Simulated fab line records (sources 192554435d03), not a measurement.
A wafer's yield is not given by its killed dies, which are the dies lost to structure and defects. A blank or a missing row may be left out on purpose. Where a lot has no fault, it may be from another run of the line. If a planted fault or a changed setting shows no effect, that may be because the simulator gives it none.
Which of the tools did it? | flow n5Finfet | 30 wafers from 10 lots sampled at 5 of the route's 1938 steps

== WHAT EACH GAUGE READ, for each wafer ==
N5_BEOL_M4_RS_MEAS_58: a four-point-probe measurement. Usual: M4_RS typically reads 0.660 ohm/sq, with standard deviation 0.026.
lot  | measured     | on           | M4_RS (ohm/sq)    | flag
L232 | day 7 20:46  | filmMetro-02 | 0.714 0.685 0.653 | 
L234 | day 8 14:21  | filmMetro-01 | 0.711 0.698 0.761 | 
L235 | day 8 17:50  | filmMetro-01 | 0.670 0.700 0.655 | 
L238 | day 9 05:26  | filmMetro-02 | 0.653 0.670 0.672 | 
L239 | day 9 18:37  | filmMetro-01 | 0.633 0.641 0.638 | 
L240 | day 9 21:04  | filmMetro-01 | 0.645 0.665 0.625 | 
L244 | day 11 05:34 | filmMetro-01 | 0.680 0.695 0.676 | 
L248 | day 12 08:41 | filmMetro-01 | 0.608 0.593 0.628 | 
L249 | day 12 12:28 | filmMetro-01 | 0.672 0.644 0.652 | 
L253 | day 13 19:36 | filmMetro-02 | 0.652 0.659 0.641 | 

N5_BEOL_M4_RC_MEAS_101. Usual: DIBL_N 36.5 mV/V, standard deviation 1.4; DIBL_P 36.9 mV/V, standard deviation 1.7; IOFF_N 0.163 nA/um, standard deviation 0.023; IOFF_P 0.22 nA/um, standard deviation 0.032; IOFF_P_85C 3.8 nA/um, standard deviation 0.46; IOFF_P_LIN 0.102 nA/um, standard deviation 0.012; IOFF_P_LONG 0.000104 nA/um, standard deviation 8.6e-06; ION_N 673 uA/um, standard deviation 9; ION_P 462 uA/um, standard deviation 7.5; SS_N 71.6 mV/dec, standard deviation 0.54; SS_P 73.4 mV/dec, standard deviation 0.62; VT_N 249.8 mV, standard deviation 2.8; VT_N_LVT 98.5 mV, standard deviation 2.6; VT_P -250 mV, standard deviation 3.5; VT_P_LONG -275.5 mV, standard deviation 3.
lot  | measured     | on        | DIBL_N (mV/V)  | DIBL_P (mV/V)  | IOFF_N (nA/um)    | IOFF_P (nA/um) | IOFF_P_85C (nA/um) | IOFF_P_LIN (nA/um) | IOFF_P_LONG (nA/um)        | ION_N (uA/um) | ION_P (uA/um) | SS_N (mV/dec)  | SS_P (mV/dec)  | VT_N (mV)         | VT_N_LVT (mV)    | VT_P (mV)      | VT_P_LONG (mV)       | flag
L232 | day 7 20:49  | prober-02 | 35.6 36.6 35.5 | 35.4 36.4 35.4 | 0.143 0.167 0.149 | 0.19 0.20 0.19 | 3.3 3.6 3.3        | 0.091 0.095 0.090  | 9.8e-05 9.5e-05 9.8e-05    | 663 665 674   | 459 450 461   | 71.8 72.1 71.7 | 73.3 73.2 72.7 | 252.3 249.5 251.7 | 100.9 98.7 100.3 | -255 -253 -255 | -276.4 -278.8 -276.2 | 
L234 | day 8 14:34  | prober-02 | 36.8 37.5 38.1 | 36.5 36.5 37.9 | 0.161 0.173 0.186 | 0.26 0.25 0.29 | 4.4 4.2 4.7        | 0.122 0.115 0.128  | 0.00012 0.000112 0.000118  | 684 680 689   | 479 475 482   | 71.6 72.0 71.9 | 73.5 73.7 73.7 | 249.2 247.9 245.9 | 98.9 97.0 97.1   | -243 -248 -244 | -269.9 -272.3 -271.4 | 
L235 | day 8 18:02  | prober-01 | 36.1 37.7 35.5 | 37.5 39.1 36.7 | 0.159 0.190 0.152 | 0.23 0.27 0.22 | 3.9 4.4 3.9        | 0.105 0.117 0.103  | 0.000106 0.000105 0.000106 | 674 678 677   | 469 469 471   | 71.1 71.6 71.4 | 73.0 73.6 73.6 | 248.9 249.7 253.0 | 100.0 97.3 101.0 | -247 -248 -252 | -276.4 -276.5 -275.3 | 
L238 | day 9 05:38  | prober-01 | 35.7 37.9 37.6 | 35.3 38.6 37.6 | 0.135 0.182 0.172 | 0.19 0.24 0.22 | 3.3 4.0 3.8        | 0.092 0.107 0.102  | 9.6e-05 0.0001 9.7e-05     | 663 680 689   | 459 464 470   | 71.3 71.5 71.0 | 73.8 74.6 74.1 | 253.6 247.2 249.3 | 102.7 97.7 98.5  | -253 -248 -251 | -277.6 -274.9 -273.5 | 
L239 | day 9 18:59  | prober-01 | 36.0 37.8 37.8 | 35.8 37.9 37.7 | 0.153 0.184 0.179 | 0.19 0.22 0.21 | 3.3 3.8 3.7        | 0.088 0.099 0.095  | 9.8e-05 9.7e-05 0.0001     | 673 667 684   | 455 450 457   | 72.0 72.8 72.0 | 73.9 73.8 73.6 | 249.3 247.4 245.8 | 98.4 96.6 96.8   | -253 -251 -253 | -278.8 -278.1 -277.4 | 
L240 | day 9 21:07  | prober-01 | 36.0 35.8 36.5 | 37.5 37.3 37.8 | 0.176 0.174 0.187 | 0.25 0.25 0.27 | 4.3 4.2 4.5        | 0.115 0.116 0.123  | 0.000115 0.000114 0.000113 | 676 672 679   | 468 469 469   | 71.8 71.7 73.1 | 74.1 74.3 73.4 | 248.6 246.6 249.4 | 99.0 97.8 98.0   | -244 -248 -246 | -271.7 -274.0 -274.5 | 
L244 | day 11 05:37 | prober-02 | 37.6 35.4 36.4 | 38.3 34.8 36.9 | 0.190 0.134 0.165 | 0.26 0.19 0.23 | 4.2 3.3 3.9        | 0.113 0.091 0.107  | 0.0001 9.8e-05 0.000102    | 675 655 686   | 466 447 467   | 71.9 70.7 71.2 | 73.5 72.7 73.6 | 247.7 255.9 248.5 | 95.5 101.5 96.9  | -248 -253 -251 | -276.4 -276.0 -279.0 | 
L248 | day 12 08:54 | prober-02 | 38.2 35.8 35.6 | 39.1 36.5 35.4 | 0.202 0.160 0.148 | 0.10 0.21 0.19 | 2.0 3.7 3.4        | 0.045 0.103 0.094  | 6.4e-05 0.000108 0.000108  | 680 660 676   | 428 454 460   | 71.1 71.4 71.3 | 73.4 72.9 73.3 | 245.6 248.4 250.4 | 66.9 98.4 98.7   | -273 -249 -252 | -301.9 -273.8 -274.0 | OFF
L249 | day 12 12:41 | prober-02 | 36.8 36.8 37.8 | 38.5 38.7 40.1 | 0.174 0.182 0.198 | 0.08 0.24 0.25 | 1.6 4.0 4.2        | 0.038 0.107 0.114  | 5.8e-05 0.0001 0.0001      | 686 684 688   | 421 470 467   | 71.9 71.7 72.4 | 73.5 73.6 73.6 | 247.8 248.8 244.6 | 70.9 96.6 95.5   | -277 -248 -246 | -305.1 -278.3 -278.2 | OFF
L253 | day 13 19:39 | prober-01 | 32.4 33.6 33.5 | 32.4 34.1 33.6 | 0.116 0.125 0.126 | 0.17 0.18 0.17 | 3.0 3.2 3.0        | 0.087 0.093 0.087  | 0.000112 0.000112 0.000109 | 662 672 670   | 457 472 458   | 70.1 70.4 70.2 | 72.2 72.7 72.0 | 252.3 252.2 247.5 | 102.2 101.2 99.9 | -253 -251 -254 | -273.8 -274.2 -277.1 | 

== EACH LOT AND THE TOOL THAT RAN IT (in order: tool; ch and the chambers of the sampled wafers; start) ==
lot  | N5_HKMG_FIN_ALD_74             | N5_BEOL_M4_ANNEAL_87        | N5_BEOL_M4_CO_CAP_55
L232 | aldHk-01 ch 0,1, day 3 21:33   | pvdSputter-02, day 7 18:26  | cvdCo-01 ch 1,2, day 7 20:35
L234 | aldHk-02 ch 2,3, day 4 11:29   | pvdSputter-02, day 8 12:16  | cvdCo-01 ch 0,1,2, day 8 14:10
L235 | aldHk-03 ch 0,2,3, day 4 18:41 | pvdSputter-02, day 8 15:46  | cvdCo-01 ch 0,1, day 8 17:39
L238 | aldHk-02 ch 0,1,2, day 5 08:18 | pvdSputter-03, day 9 03:22  | cvdCo-01 ch 0,2, day 9 05:15
L239 | aldHk-02 ch 1,2, day 5 17:33   | pvdSputter-02, day 9 16:04  | cvdCo-02 ch 0,1,2, day 9 18:24
L240 | aldHk-02 ch 0,1,3, day 6 04:03 | pvdSputter-01, day 9 18:55  | cvdCo-01 ch 0,2, day 9 20:53
L244 | aldHk-02 ch 0,2,3, day 7 01:47 | pvdSputter-02, day 11 03:29 | cvdCo-02 ch 0,1,2, day 11 05:23
L248 | aldHk-03 ch 0,1,2, day 7 21:50 | pvdSputter-03, day 12 06:37 | cvdCo-01 ch 0,2, day 12 08:31
L249 | aldHk-03 ch 0,1,3, day 8 06:48 | pvdSputter-03, day 12 09:41 | cvdCo-02 ch 0,1,2, day 12 12:17
L253 | aldHk-02 ch 0,1,3, day 9 04:08 | pvdSputter-02, day 13 17:16 | cvdCo-01 ch 0,2, day 13 19:25
- N5_HKMG_FIN_ALD_74: deposits La2O3, target thk 0.5 nm, pulse time 6 s, co reactant pulse time 1 s.
- N5_BEOL_M4_ANNEAL_87: time 240 s.
- N5_BEOL_M4_CO_CAP_55: material Co, precursor CCTBA/H2, target thk 2 nm, time 102.1 s.

== AS READ BY THE TOOLS THEMSELVES (means over the sampled wafers that have a number; for cases with no such wafer, the mark the record gives instead) ==
N5_HKMG_FIN_ALD_74. Usual: heaterPowerW 342 W, standard deviation 38; precursorPulseHeightRel 0.999, standard deviation 0.019.
lot  | tool     | heaterPowerW (W) | precursorPulseHeightRel | flag
L232 | aldHk-01 | 302              | 0.997                   | 
L234 | aldHk-02 | 333              | 0.996                   | 
L235 | aldHk-03 | 327              | 1.007                   | 
L238 | aldHk-02 | 370              | 1.009                   | 
L239 | aldHk-02 | 387              | 1.022                   | 
L240 | aldHk-02 | 346              | 1.013                   | 
L244 | aldHk-02 | 332              | 0.991                   | 
L248 | aldHk-03 | 329              | 1.006                   | 
L249 | aldHk-03 | 336              | 0.993                   | 
L253 | aldHk-02 | 348              | 1.009                   | 

N5_BEOL_M4_ANNEAL_87. Usual: 822 W for heaterPowerW, sd 85.
lot  | tool          | heaterPowerW (W) | flag
L232 | pvdSputter-02 | 771              | 
L234 | pvdSputter-02 | 806              | 
L235 | pvdSputter-02 | 778              | 
L238 | pvdSputter-03 | 938              | 
L239 | pvdSputter-02 | 799              | 
L240 | pvdSputter-01 | 784              | 
L244 | pvdSputter-02 | 775              | 
L248 | pvdSputter-03 | 869              | 
L249 | pvdSputter-03 | 830              | 
L253 | pvdSputter-02 | 763              | 

N5_BEOL_M4_CO_CAP_55. Usual: 248 W for heaterPowerW, sd 27.
lot  | tool     | heaterPowerW (W) | flag
L232 | cvdCo-01 | 234              | 
L234 | cvdCo-01 | 229              | 
L235 | cvdCo-01 | 232              | 
L238 | cvdCo-01 | 218              | 
L239 | cvdCo-02 | 272              | 
L240 | cvdCo-01 | 229              | 
L244 | cvdCo-02 | 273              | 
L248 | cvdCo-01 | 223              | 
L249 | cvdCo-02 | 277              | 
L253 | cvdCo-01 | 229              | 

== THE ANSWER, worked out from the rows above alone ==
Rule: a lot counts as off when the mean over its wafers that have a number is more than 3 standard deviations away from the usual mean. Also off: a lot with no number at a reading for which 4 or more lots have one. Where the step has rows for the other lots, those lots are counted as sound. First the gauges in route order, then the tools' own readings, where a lot's mean is used as printed above. The first step at which some lot is off is used, and at that step the reading that is off furthest; a lot without a number counts as furthest.
Off: L248, L249, seen at N5_BEOL_M4_RC_MEAS_101 (VT_N_LVT).
If a tool, at a process step before that reading, ran all the lots that are off and no sound lot after the first of them, it fits. Those tools and the gauges at N5_BEOL_M4_RC_MEAS_101 are tried in the same way. Can't be told from this: 3 tools fit, aldHk-03 at N5_HKMG_FIN_ALD_74, pvdSputter-03 at N5_BEOL_M4_ANNEAL_87, prober-02 at N5_BEOL_M4_RC_MEAS_101.

== WHAT THE SIMULATOR HAD PUT IN ==
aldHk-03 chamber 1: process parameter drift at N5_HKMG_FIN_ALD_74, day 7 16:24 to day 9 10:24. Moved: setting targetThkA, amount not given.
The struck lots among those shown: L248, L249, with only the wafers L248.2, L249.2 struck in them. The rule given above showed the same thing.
